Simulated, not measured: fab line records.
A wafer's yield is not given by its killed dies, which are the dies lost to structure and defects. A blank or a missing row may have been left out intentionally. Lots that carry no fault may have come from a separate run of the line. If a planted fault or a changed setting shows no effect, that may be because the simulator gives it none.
Which tool did it? ; flow nand-harc ; Sampling: 13 lots, 38 wafers, 5 of 1302 route steps

== WHAT THE GAUGES READ, wafer by wafer ==
NHARC_A_ONON_D1_THK_MEAS_02: measures by ellipsometry.
lot;measured;on;thk-nm (nm)
L392;day 8 03:07;film-metro-02;1003 1002 1003
L394;day 8 22:06;film-metro-02;1001 1002 1003
L398;day 11 20:39;film-metro-02;1004 1004 1005
L401;day 12 03:57;film-metro-02;1000 999 1000
L402;day 12 11:25;film-metro-02;1010 1007
L403;day 12 15:49;film-metro-01;989 988 990
L405;day 13 13:41;film-metro-02;1015 1016 1014
L409;day 15 10:53;film-metro-01;1005 1004 1004
L410;day 15 10:53;film-metro-02;989 986 987
L411;day 15 23:24;film-metro-02;995 995 995
L412;day 17 00:23;film-metro-01;1009 1005 1006
L413;day 17 00:12;film-metro-01;997 997 995
L414;day 17 13:23;film-metro-01;998 998 999

NHARC_A_ONON_D1_THK_MEAS_08: measures by ellipsometry.
lot;measured;on;thk-nm (nm)
L392;day 8 04:15;film-metro-01;993 993 995
L394;day 8 23:14;film-metro-02;986 986 986
L398;day 11 21:47;film-metro-01;984 985 985
L401;day 12 05:05;film-metro-02;668 987 989
L402;day 12 12:33;film-metro-02;685 687
L403;day 12 17:13;film-metro-01;673 673 995
L405;day 13 14:48;film-metro-01;984 984 982
L409;day 15 12:01;film-metro-01;995 992 994
L410;day 15 12:01;film-metro-02;1000 1000 1000
L411;day 16 00:32;film-metro-02;1002 1004 1003
L412;day 17 01:49;film-metro-01;998 999 1000
L413;day 17 01:28;film-metro-01;989 987 988
L414;day 17 14:31;film-metro-01;1010 1009 1009

NHARC_END_SORT_01.
lot;measured;on;killed-at-array;killed-at-other;killed-at-periphery;killed-dies;killed-open;killed-short
L401;day 29 14:12;prober-01;672 69 44;1 0 0;4 7 3;677 76 47;1 4 3;3 3 1
L402;day 30 16:33;prober-01;674 671;0 0;3 6;677 677;4 5;1 2
L403;day 31 00:28;prober-01;673 675 47;1 0 0;3 2 2;677 677 49;7 0 2;2 2 2

== EACH LOT AND THE TOOL THAT RAN IT (in order: tool; ch and the chambers of the sampled wafers; start) ==
lot;NHARC_A_ZERO_WELL_DESCUM_12;NHARC_A_ONON_D1_DEP_06
L392;rie-diel-07 ch 1,2,3, day 7 04:37;pecvd-onon-02 ch 0, day 8 03:44
L394;rie-diel-07 ch 0,3, day 7 20:41;pecvd-onon-04 ch 0, day 8 22:43
L398;rie-diel-07 ch 1,2,3, day 10 23:30;pecvd-onon-04 ch 0, day 11 21:16
L401;rie-diel-07 ch 0,1,3, day 11 07:11;pecvd-onon-02 ch 0, day 12 04:41
L402;rie-diel-07 ch 0,2, day 11 14:23;pecvd-onon-02 ch 0, day 12 12:02
L403;rie-diel-07 ch 0,1,2, day 11 17:52;pecvd-onon-02 ch 0, day 12 16:42
L405;rie-diel-07 ch 2,3, day 12 17:26;pecvd-onon-04 ch 0, day 13 14:25
L409;rie-diel-07 ch 1,2,3, day 14 10:05;pecvd-onon-04 ch 0, day 15 11:31
L410;rie-diel-07 ch 0,1, day 14 12:11;pecvd-onon-01 ch 0, day 15 11:31
L411;rie-diel-07 ch 0,1,2, day 14 23:14;pecvd-onon-02 ch 0, day 16 00:01
L412;rie-diel-07 ch 0,2,3, day 15 19:55;pecvd-onon-02 ch 0, day 17 01:18
L413;rie-diel-07 ch 1,2,3, day 16 01:38;pecvd-onon-02 ch 0, day 17 01:04
L414;rie-diel-07 ch 0,2, day 16 06:27;pecvd-onon-02 ch 0, day 17 14:04
- NHARC_A_ZERO_WELL_DESCUM_12: chemistry O2, time 3 s.
- NHARC_A_ONON_D1_DEP_06: target thk 1000 nm.

== AS READ BY THE TOOLS THEMSELVES (means over the sampled wafers that have a number; for cases with no such wafer, the mark the record gives instead) ==
NHARC_A_ZERO_WELL_DESCUM_12.
lot;tool;drypump-motor-current-A (A);mfc-ar-sccm (sccm);oes-product-au (a.u.);rf-vpp-V (V);showerhead-plenum-p-Torr (Torr);throttle-valve-pct (%)
L392;rie-diel-07;5.5;0.002;1.000;56.8;1.94;11.310
L394;rie-diel-07;5.6;0.000;0.991;57.4;1.87;11.316
L398;rie-diel-07;5.5;0.002;0.998;57.7;1.94;11.306
L401;rie-diel-07;5.6;0.000;0.998;57.1;1.87;11.307
L402;rie-diel-07;5.3;0.003;0.994;59.4;1.94;11.323
L403;rie-diel-07;5.4;0.002;0.997;58.4;1.90;11.303
L405;rie-diel-07;5.4;0.003;0.992;58.9;2.02;11.315
L409;rie-diel-07;5.5;0.002;1.004;57.3;1.94;11.310
L410;rie-diel-07;5.5;0.000;0.999;56.8;1.82;11.314
L411;rie-diel-07;5.4;0.002;1.003;57.7;1.90;11.315
L412;rie-diel-07;5.5;0.002;0.996;58.3;1.95;11.310
L413;rie-diel-07;5.5;0.002;0.998;58.3;1.94;11.316
L414;rie-diel-07;5.3;0.003;1.009;57.7;1.98;11.315

NHARC_A_ONON_D1_DEP_06.
lot;tool;n2o-flow-sccm (sccm);nh3-flow-sccm (sccm)
L392;pecvd-onon-02;1998;500.9
L394;pecvd-onon-04;2002;499.4
L398;pecvd-onon-04;1998;499.6
L401;pecvd-onon-02;1996;500.1
L402;pecvd-onon-02;2001;498.6
L403;pecvd-onon-02;2008;499.7
L405;pecvd-onon-04;2002;500.1
L409;pecvd-onon-04;2004;497.8
L410;pecvd-onon-01;1999;498.3
L411;pecvd-onon-02;2004;499.5
L412;pecvd-onon-02;2000;499.3
L413;pecvd-onon-02;2002;500.4
L414;pecvd-onon-02;2003;501.0

== THE ANSWER, worked out from the rows above alone ==
Rule: the lots themselves supply what counts as usual. Put in order of their means at a reading, lots are off if they are a third of the lots or fewer, leave a main group of 4 or more, and stand apart from it by a gap of 3 or more times the standard deviation of the main group's means; of several such gaps the widest counts. If all means in a main group match to the digits the tables above print for the reading, that group is not used. Also off: a lot with no number at a reading for which 4 or more lots have one. All remaining lots with rows at the step are treated as sound. After the gauges, taken in route order, come the tools' own readings; for these a lot's mean is taken, as printed above. The first step at which some lot is off is used, and at that step the reading that is off furthest; a lot without a number counts as furthest.
Off: L401, L402, L403 (NHARC_A_ONON_D1_THK_MEAS_08, thk-nm). Main group: mean 994 nm, sd 8.2.
A tool fits if, at a process step before that reading, it ran every lot that is off, and no sound lot after the first of them. Those tools and the gauges at NHARC_A_ONON_D1_THK_MEAS_08 are tried in the same way. No candidate that was tried fits.

== WHAT THE SIMULATOR PUT IN ==
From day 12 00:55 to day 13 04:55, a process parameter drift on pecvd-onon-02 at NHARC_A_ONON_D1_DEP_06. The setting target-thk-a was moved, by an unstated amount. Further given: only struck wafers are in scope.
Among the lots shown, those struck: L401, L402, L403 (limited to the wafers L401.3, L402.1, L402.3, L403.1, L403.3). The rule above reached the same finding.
